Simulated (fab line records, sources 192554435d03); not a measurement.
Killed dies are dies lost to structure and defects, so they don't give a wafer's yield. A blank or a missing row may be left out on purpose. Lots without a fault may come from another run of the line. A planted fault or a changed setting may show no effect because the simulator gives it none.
Which tool did it? | flow n5_finfet | 19 lots, 57 wafers sampled, at 6 steps of a route of 1938

WHAT THE GAUGES READ, wafer by wafer
The record holds no reading of a measuring or inspecting step that can be judged against a usual standard deviation.

WHICH TOOL RAN EACH LOT (tool, then ch and the chambers of the sampled wafers, then the start)
lot  | N5_BEOL_M0_SAQP_ETCH_107           | N5_BEOL_M0_SAQP_ETCH_73            | N5_BEOL_M0_SAQP_ETCH_49            | N5_BEOL_M0_STRIP_140               | N5_BEOL_M0_ALD_136                  | N5_BEOL_M0_ANNEAL_135
L074 | rie_diel-01 ch 0,1,3, day 5 13:47  | rie_diel-01 ch 1,2, day 5 15:24    | rie_diel-02 ch 0,2, day 5 16:49    | rie_diel-04 ch 0,2, day 5 21:52    | ald_metal-02 ch 0,1, day 6 01:14    | pvd_sputter-03, day 6 02:31
L075 | rie_diel-06 ch 0,2,3, day 5 20:38  | rie_diel-06 ch 0,1,3, day 5 22:07  | rie_diel-06 ch 0,1,3, day 5 22:53  | rie_diel-05 ch 1,2,3, day 6 02:41  | ald_metal-04 ch 0,2,3, day 6 04:07  | pvd_sputter-02, day 6 04:53
L076 | rie_diel-01 ch 0,1,2, day 6 06:16  | rie_diel-06 ch 0,1,3, day 6 07:53  | rie_diel-02 ch 1,2,3, day 6 08:39  | rie_diel-03 ch 0,1,3, day 6 10:10  | ald_metal-03 ch 1,2, day 6 11:13    | pvd_sputter-02, day 6 13:29
L077 | rie_diel-02 ch 0,2, day 6 09:01    | rie_diel-01 ch 1,2, day 6 10:55    | rie_diel-06 ch 1,3, day 6 11:41    | rie_diel-05 ch 0,1,3, day 6 13:14  | ald_metal-04 ch 0,1,2, day 6 14:20  | pvd_sputter-01, day 6 15:13
L078 | rie_diel-06 ch 1,3, day 6 14:51    | rie_diel-01 ch 1,3, day 6 16:19    | rie_diel-01 ch 0,2,3, day 6 17:05  | rie_diel-05 ch 0,1,2, day 6 19:59  | ald_metal-02 ch 0,2,3, day 6 21:08  | pvd_sputter-01, day 6 23:39
L079 | rie_diel-01 ch 1,3, day 6 18:48    | rie_diel-06 ch 0,1,3, day 6 20:32  | rie_diel-06 ch 0,1, day 6 21:18    | rie_diel-03 ch 0,2, day 6 23:43    | ald_metal-02 ch 2,3, day 7 01:29    | pvd_sputter-01, day 7 02:13
L080 | rie_diel-02 ch 1,2, day 7 03:41    | rie_diel-01 ch 1,2,3, day 7 05:11  | rie_diel-01 ch 1,2, day 7 05:57    | rie_diel-03 ch 0,1, day 7 07:26    | ald_metal-03 ch 0,1,2, day 7 08:44  | pvd_sputter-03, day 7 09:33
L081 | rie_diel-06 ch 0,1, day 7 15:10    | rie_diel-02 ch 1,2, day 7 16:38    | rie_diel-02 ch 0,2,3, day 7 17:43  | rie_diel-03 ch 0,2,3, day 7 20:08  | ald_metal-03 ch 0,1,2, day 7 20:53  | pvd_sputter-02, day 7 23:19
L082 | rie_diel-01 ch 0,2,3, day 7 16:49  | rie_diel-01 ch 0,1,2, day 7 18:56  | rie_diel-02 ch 0,1,3, day 7 19:42  | rie_diel-04 ch 1,3, day 7 20:40    | ald_metal-02 ch 1,2,3, day 7 23:10  | pvd_sputter-02, day 7 23:57
L084 | rie_diel-01 ch 0,2,3, day 8 00:36  | rie_diel-01 ch 0,2,3, day 8 03:13  | rie_diel-06 ch 0,1,3, day 8 03:58  | rie_diel-03 ch 2,3, day 8 07:50    | ald_metal-03 ch 0,1,2, day 8 09:34  | pvd_sputter-01, day 8 11:04
L085 | rie_diel-06 ch 0,1,3, day 8 14:50  | rie_diel-06 ch 0,1, day 8 17:32    | rie_diel-02 ch 1,2, day 8 18:41    | rie_diel-04 ch 0,2,3, day 8 20:10  | ald_metal-03 ch 0,1, day 8 23:05    | pvd_sputter-03, day 8 23:53
L088 | rie_diel-02 ch 0,2,3, day 9 13:24  | rie_diel-02 ch 2,3, day 9 14:59    | rie_diel-02 ch 0,1,3, day 9 15:45  | rie_diel-04 ch 1,2, day 9 17:37    | ald_metal-02 ch 0,3, day 9 19:18    | pvd_sputter-03, day 9 20:01
L090 | rie_diel-06 ch 0,1, day 9 17:13    | rie_diel-02 ch 1,2, day 9 19:17    | rie_diel-02 ch 1,2, day 9 20:03    | rie_diel-03 ch 0,1,2, day 9 21:08  | ald_metal-03 ch 0,2, day 9 22:32    | pvd_sputter-01, day 10 00:25
L091 | rie_diel-06 ch 0,1, day 9 19:44    | rie_diel-02 ch 0,1,3, day 9 21:13  | rie_diel-06 ch 0,1, day 9 22:20    | rie_diel-03 ch 2,3, day 10 01:32   | ald_metal-04 ch 1,3, day 10 04:29   | pvd_sputter-02, day 10 05:14
L092 | rie_diel-02 ch 0,1,2, day 10 04:41 | rie_diel-01 ch 2,3, day 10 06:17   | rie_diel-01 ch 0,2,3, day 10 07:08 | rie_diel-05 ch 1,2,3, day 10 11:47 | ald_metal-03 ch 0,1,2, day 10 12:54 | pvd_sputter-03, day 10 13:40
L093 | rie_diel-01 ch 2,3, day 10 08:04   | rie_diel-06 ch 0,1,2, day 10 09:32 | rie_diel-01 ch 0,1,2, day 10 10:18 | rie_diel-03 ch 1,2, day 10 12:16   | ald_metal-04 ch 0,2,3, day 10 13:23 | pvd_sputter-01, day 10 15:49
L095 | rie_diel-02 ch 2,3, day 11 04:28   | rie_diel-06 ch 0,1, day 11 05:59   | rie_diel-01 ch 0,3, day 11 06:48   | rie_diel-04 ch 0,3, day 11 12:13   | ald_metal-04 ch 1,2,3, day 11 14:05 | pvd_sputter-01, day 11 14:55
L096 | rie_diel-06 ch 0,1,2, day 11 09:20 | rie_diel-02 ch 0,2,3, day 11 10:59 | rie_diel-01 ch 0,1,3, day 11 11:56 | rie_diel-03 ch 0,1,3, day 11 14:04 | ald_metal-03 ch 0,2, day 11 15:08   | pvd_sputter-01, day 11 19:59
L097 | rie_diel-06 ch 1,2,3, day 11 10:11 | rie_diel-02 ch 1,2,3, day 11 11:40 | rie_diel-01 ch 0,1,3, day 11 12:25 | rie_diel-05 ch 1,2,3, day 11 14:01 | ald_metal-02 ch 0,1,2, day 11 14:58 | pvd_sputter-02, day 11 15:56
- N5_BEOL_M0_SAQP_ETCH_107: etches SiNx in CH3F/O2, target depth 30 nm.
- N5_BEOL_M0_SAQP_ETCH_73: etches SiARC in CF4, target depth 19.5 nm, time 32.5 s.
- N5_BEOL_M0_SAQP_ETCH_49: etches SiO2 in CF4/O2, target depth 37 nm.
- N5_BEOL_M0_STRIP_140: strips in CF4.
- N5_BEOL_M0_ALD_136: deposits TaN, pulse time 2 s, purge time 3 s, co reactant purge time 2 s.
- N5_BEOL_M0_ANNEAL_135: time 60 s.

WHAT THE TOOLS THEMSELVES READ (means of the sampled wafers that have a number; where no wafer has one, the mark that the record gives instead)
N5_BEOL_M0_SAQP_ETCH_107.
lot  | tool        | CH3F_flow_sccm (sccm) | chamber_pressure_mTorr (mTorr) | drypump_motor_current_A (A) | oes_product_au (a.u.) | rf_vpp_V (V) | showerhead_plenum_p_Torr (Torr) | throttle_valve_pct (%)
L074 | rie_diel-01 | 30.05                 | 29.990                         | 5.36                        | 0.79                  | 293          | 2.01                            | 16.40
L075 | rie_diel-06 | 29.99                 | 30.016                         | 5.71                        | 0.79                  | 293          | 2.07                            | 16.26
L076 | rie_diel-01 | 29.99                 | 29.988                         | 5.55                        | 0.72                  | 295          | 2.02                            | 16.52
L077 | rie_diel-02 | 30.05                 | 30.008                         | 5.59                        | 0.81                  | 306          | 2.03                            | 16.07
L078 | rie_diel-06 | 30.05                 | 29.985                         | 5.72                        | 0.82                  | 302          | 2.08                            | 16.19
L079 | rie_diel-01 | 29.95                 | 30.009                         | 5.26                        | 0.81                  | 296          | 2.05                            | 16.47
L080 | rie_diel-02 | 30.01                 | 29.976                         | 5.72                        | 0.86                  | 303          | 1.97                            | 16.12
L081 | rie_diel-06 | 30.01                 | 30.020                         | 5.46                        | 0.70                  | 297          | 1.98                            | 16.52
L082 | rie_diel-01 | 29.92                 | 29.994                         | 5.42                        | 0.77                  | 295          | 2.01                            | 16.60
L084 | rie_diel-01 | 30.02                 | 30.023                         | 5.45                        | 0.76                  | 295          | 2.01                            | 16.62
L085 | rie_diel-06 | 29.96                 | 30.003                         | 5.65                        | 0.75                  | 298          | 2.03                            | 16.41
L088 | rie_diel-02 | 30.01                 | 29.993                         | 5.43                        | 0.75                  | 302          | 1.99                            | 16.26
L090 | rie_diel-06 | 30.08                 | 30.004                         | 5.48                        | 0.69                  | 298          | 1.98                            | 16.55
L091 | rie_diel-06 | 29.88                 | 30.002                         | 5.46                        | 0.68                  | 298          | 1.97                            | 16.55
L092 | rie_diel-02 | 29.91                 | 29.983                         | 5.54                        | 0.77                  | 305          | 1.99                            | 16.23
L093 | rie_diel-01 | 30.05                 | 29.995                         | 5.34                        | 0.77                  | 298          | 2.04                            | 16.71
L095 | rie_diel-02 | 30.00                 | 29.990                         | 5.51                        | 0.77                  | 298          | 1.94                            | 16.24
L096 | rie_diel-06 | 30.06                 | 30.007                         | 5.51                        | 0.69                  | 293          | 2.00                            | 16.47
L097 | rie_diel-06 | 30.01                 | 29.991                         | 5.54                        | 0.74                  | 296          | 2.05                            | 16.27

N5_BEOL_M0_SAQP_ETCH_73.
lot  | tool        | chamber_pressure_mTorr (mTorr) | drypump_motor_current_A (A) | etch_rf_on_time_s (s) | oes_product_au (a.u.) | rf_vpp_V (V) | showerhead_plenum_p_Torr (Torr) | throttle_valve_pct (%)
L074 | rie_diel-01 | 40.01                          | 5.57                        | 32.7                  | 0.60                  | 184.8        | 2.20                            | 15.73
L075 | rie_diel-06 | 39.96                          | 5.66                        | 32.6                  | 0.65                  | 184.1        | 2.18                            | 15.60
L076 | rie_diel-06 | 39.99                          | 5.66                        | 32.5                  | 0.65                  | 184.4        | 2.18                            | 15.61
L077 | rie_diel-01 | 40.01                          | 5.55                        | 32.8                  | 0.59                  | 185.3        | 2.20                            | 15.73
L078 | rie_diel-01 | 39.99                          | 5.38                        | 32.7                  | 0.65                  | 184.4        | 2.18                            | 15.61
L079 | rie_diel-06 | 40.01                          | 5.65                        | 32.2                  | 0.65                  | 184.6        | 2.17                            | 15.62
L080 | rie_diel-01 | 40.02                          | 5.45                        | 32.9                  | 0.64                  | 184.3        | 2.19                            | 15.80
L081 | rie_diel-02 | 40.00                          | 5.74                        | 32.0                  | 0.73                  | 183.6        | 2.11                            | 15.37
L082 | rie_diel-01 | 39.99                          | 5.56                        | 32.6                  | 0.61                  | 184.8        | 2.15                            | 15.78
L084 | rie_diel-01 | 39.99                          | 5.44                        | 32.8                  | 0.65                  | 183.8        | 2.14                            | 15.85
L085 | rie_diel-06 | 40.01                          | 5.44                        | 32.7                  | 0.59                  | 183.9        | 2.12                            | 15.82
L088 | rie_diel-02 | 39.98                          | 5.50                        | 33.0                  | 0.66                  | 182.4        | 2.08                            | 15.48
L090 | rie_diel-02 | 39.97                          | 5.71                        | 31.9                  | 0.72                  | 184.0        | 2.10                            | 15.41
L091 | rie_diel-02 | 40.00                          | 5.36                        | 32.6                  | 0.64                  | 184.0        | 2.10                            | 15.64
L092 | rie_diel-01 | 39.98                          | 5.37                        | 33.2                  | 0.66                  | 184.8        | 2.18                            | 15.91
L093 | rie_diel-06 | 40.00                          | 5.52                        | 32.7                  | 0.60                  | 184.2        | 2.15                            | 15.75
L095 | rie_diel-06 | 39.99                          | 5.63                        | 33.2                  | 0.58                  | 183.7        | 2.12                            | 15.91
L096 | rie_diel-02 | 39.98                          | 5.44                        | 32.4                  | 0.72                  | 183.5        | 2.12                            | 15.35
L097 | rie_diel-02 | 40.00                          | 5.60                        | 32.1                  | 0.68                  | 183.3        | 2.09                            | 15.47

N5_BEOL_M0_SAQP_ETCH_49.
lot  | tool        | chamber_pressure_mTorr (mTorr) | drypump_motor_current_A (A) | oes_product_au (a.u.) | rf_vpp_V (V) | showerhead_plenum_p_Torr (Torr) | throttle_valve_pct (%)
L074 | rie_diel-02 | 39.98                          | 5.36                        | 0.75                  | 247          | 2.25                            | 15.71
L075 | rie_diel-06 | 40.01                          | 5.65                        | 0.78                  | 241          | 2.24                            | 15.83
L076 | rie_diel-02 | 40.00                          | 5.60                        | 0.83                  | 243          | 2.16                            | 15.63
L077 | rie_diel-06 | 39.98                          | 5.69                        | 0.82                  | 244          | 2.28                            | 15.61
L078 | rie_diel-01 | 39.99                          | 5.44                        | 0.78                  | 239          | 2.21                            | 16.06
L079 | rie_diel-06 | 40.03                          | 5.45                        | 0.70                  | 242          | 2.19                            | 16.02
L080 | rie_diel-01 | 39.99                          | 5.64                        | 0.70                  | 243          | 2.27                            | 16.17
L081 | rie_diel-02 | 40.00                          | 5.43                        | 0.76                  | 244          | 2.19                            | 15.71
L082 | rie_diel-02 | 39.97                          | 5.36                        | 0.76                  | 242          | 2.17                            | 15.83
L084 | rie_diel-06 | 40.05                          | 5.66                        | 0.75                  | 243          | 2.24                            | 15.87
L085 | rie_diel-02 | 40.02                          | 5.78                        | 0.83                  | 248          | 2.19                            | 15.51
L088 | rie_diel-02 | 39.99                          | 5.37                        | 0.75                  | 243          | 2.16                            | 15.87
L090 | rie_diel-02 | 39.99                          | 5.77                        | 0.82                  | 247          | 2.19                            | 15.53
L091 | rie_diel-06 | 39.98                          | 5.45                        | 0.68                  | 241          | 2.18                            | 16.07
L092 | rie_diel-01 | 40.00                          | 5.43                        | 0.76                  | 239          | 2.20                            | 16.12
L093 | rie_diel-01 | 39.99                          | 5.55                        | 0.79                  | 239          | 2.21                            | 15.90
L095 | rie_diel-01 | 40.03                          | 5.35                        | 0.77                  | 234          | 2.15                            | 15.97
L096 | rie_diel-01 | 40.02                          | 5.35                        | 0.83                  | 237          | 2.20                            | 15.78
L097 | rie_diel-01 | 40.02                          | 5.35                        | 0.83                  | 237          | 2.20                            | 15.78

N5_BEOL_M0_STRIP_140.
lot  | tool        | bias_power_w (W) | chamber_pressure_mTorr (mTorr) | drypump_motor_current_A (A) | oes_product_au (a.u.) | rf_vpp_V (V) | showerhead_plenum_p_Torr (Torr) | throttle_valve_pct (%)
L074 | rie_diel-04 | 74.98            | 50.02                          | 6.4                         | 0.71                  | 271.5        | 1.80                            | 13.74
L075 | rie_diel-05 | 75.18            | 49.99                          | 5.7                         | 0.71                  | 271.0        | 1.78                            | 13.59
L076 | rie_diel-03 | 74.83            | 49.95                          | 5.8                         | 0.83                  | 269.7        | 1.78                            | 13.45
L077 | rie_diel-05 | 75.12            | 50.00                          | 5.7                         | 0.71                  | 270.6        | 1.78                            | 13.50
L078 | rie_diel-05 | 75.04            | 50.05                          | 5.6                         | 0.70                  | 269.8        | 1.74                            | 13.63
L079 | rie_diel-03 | 75.20            | 49.98                          | 5.6                         | 0.72                  | 270.0        | 1.80                            | 13.77
L080 | rie_diel-03 | 75.13            | 50.00                          | 5.8                         | 0.77                  | 270.9        | 1.78                            | 13.52
L081 | rie_diel-03 | 75.04            | 50.01                          | 5.6                         | 0.77                  | 271.0        | 1.80                            | 13.75
L082 | rie_diel-04 | 75.08            | 49.97                          | 6.1                         | 0.72                  | 272.5        | 1.80                            | 13.41
L084 | rie_diel-03 | 74.97            | 49.95                          | 5.8                         | 0.77                  | 270.6        | 1.81                            | 13.87
L085 | rie_diel-04 | 74.90            | 50.04                          | 6.3                         | 0.72                  | 271.0        | 1.79                            | 13.60
L088 | rie_diel-04 | 75.19            | 50.03                          | 6.3                         | 0.69                  | 270.5        | 1.79                            | 13.82
L090 | rie_diel-03 | 75.26            | 49.94                          | 6.0                         | 0.74                  | 271.5        | 1.79                            | 13.69
L091 | rie_diel-03 | 75.29            | 50.01                          | 5.6                         | 0.80                  | 271.1        | 1.79                            | 13.75
L092 | rie_diel-05 | 75.17            | 50.00                          | 5.7                         | 0.80                  | 272.3        | 1.85                            | 13.48
L093 | rie_diel-03 | 74.77            | 49.93                          | 6.2                         | 0.73                  | 270.9        | 1.80                            | 13.82
L095 | rie_diel-04 | 75.02            | 49.95                          | 6.3                         | 0.73                  | 269.8        | 1.76                            | 13.45
L096 | rie_diel-03 | 74.98            | 50.08                          | 5.8                         | 0.78                  | 270.6        | 1.76                            | 13.56
L097 | rie_diel-05 | 74.96            | 50.00                          | 5.7                         | 0.76                  | 271.0        | 1.84                            | 13.50

N5_BEOL_M0_ALD_136.
lot  | tool         | heater_power_w (W) | mfc_carrier_sccm (sccm)
L074 | ald_metal-02 | 375                | 1507
L075 | ald_metal-04 | 396                | 1498
L076 | ald_metal-03 | 423                | 1502
L077 | ald_metal-04 | 405                | 1501
L078 | ald_metal-02 | 428                | 1497
L079 | ald_metal-02 | 416                | 1503
L080 | ald_metal-03 | 410                | 1493
L081 | ald_metal-03 | 411                | 1494
L082 | ald_metal-02 | 400                | 1505
L084 | ald_metal-03 | 414                | 1501
L085 | ald_metal-03 | 399                | 1495
L088 | ald_metal-02 | 425                | 1502
L090 | ald_metal-03 | 405                | 1498
L091 | ald_metal-04 | 404                | 1499
L092 | ald_metal-03 | 410                | 1500
L093 | ald_metal-04 | 396                | 1500
L095 | ald_metal-04 | 387                | 1501
L096 | ald_metal-03 | 402                | 1501
L097 | ald_metal-02 | 401                | 1498

N5_BEOL_M0_ANNEAL_135.
lot  | tool           | heater_power_w (W)
L074 | pvd_sputter-03 | 879
L075 | pvd_sputter-02 | 767
L076 | pvd_sputter-02 | 799
L077 | pvd_sputter-01 | 827
L078 | pvd_sputter-01 | 804
L079 | pvd_sputter-01 | 834
L080 | pvd_sputter-03 | 921
L081 | pvd_sputter-02 | 810
L082 | pvd_sputter-02 | 845
L084 | pvd_sputter-01 | 850
L085 | pvd_sputter-03 | 866
L088 | pvd_sputter-03 | 900
L090 | pvd_sputter-01 | 826
L091 | pvd_sputter-02 | 814
L092 | pvd_sputter-03 | 845
L093 | pvd_sputter-01 | 822
L095 | pvd_sputter-01 | 840
L096 | pvd_sputter-01 | 783
L097 | pvd_sputter-02 | 803

THE ANSWER, worked out from the rows above alone
Rule: what is usual is taken from the lots themselves. Put in order of their means at a reading, lots are off if they are a third of the lots or fewer, leave a main group of 4 or more, and stand apart from it by a gap of 3 or more times the standard deviation of the main group's means; of several such gaps the widest counts. A main group whose means are all the same, to the digits that the tables above print for the reading, isn't used. A lot without any number at a reading at which 4 lots or more have one is off too. The other lots that the step has rows for count as sound. The gauges are gone through in route order, then the tools' own readings, and for those a lot's mean is taken as printed above. The first step at which some lot is off is used, and at that step the reading that is off furthest; a lot without a number counts as furthest.
No lot is off at any reading shown: from this, nothing can be told.

WHAT THE SIMULATOR HAD PUT IN
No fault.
